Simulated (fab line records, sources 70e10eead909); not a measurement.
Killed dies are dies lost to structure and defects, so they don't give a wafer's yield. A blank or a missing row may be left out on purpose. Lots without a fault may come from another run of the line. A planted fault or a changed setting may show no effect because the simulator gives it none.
Chamber matching | flow nand_harc | NHARC_A_SGD_CUT_DESCUM_14 on rie_diel-13: 4 sister chambers
The step chemistry O2, time 3 s. 4 wafers are shown with their chamber, then 8 later ones without.

WAFERS WITH THEIR CHAMBER
wafer  | chamber | drypump_motor_current_A (A)
L078.4 | 1       | 5.0
L078.1 | 0       | 5.7
L078.6 | 3       | 5.1
L094.1 | 2       | 6.2

WAFERS WITHOUT THEIR CHAMBER
wafer  | drypump_motor_current_A (A)
L094.2 | 5.1
L094.3 | 5.0
L095.1 | 5.1
L095.4 | 5.7
L095.6 | 5.0
L097.2 | 5.8
L097.3 | 5.0
L097.5 | 5.8

WHICH CHAMBER EACH WENT THROUGH
wafer  | from the rows above | in truth
L094.2 | 3                   | 3
L094.3 | 1                   | 1
L095.1 | 3                   | 3
L095.4 | 0                   | 0
L095.6 | 1                   | 1
L097.2 | 0                   | 0
L097.3 | 1                   | 1
L097.5 | 0                   | 0
Placed correctly: 8 of 8. Can't be placed from these rows: 0. Placed wrongly: 0.
How it was worked out, from the rows above alone: a wafer's distance from a chamber is the root of the sum, over the readings, of the square of ((its reading less the chamber's mean) divided by the reading's scatter). The wafer belongs to the nearest chamber; if the next one is less than 2 further off, it can't be placed. A chamber's mean is the mean of its shown wafers. The scatter: with one shown wafer a chamber, the root of the mean of the squares of how far each hidden wafer lies from its nearest shown one.
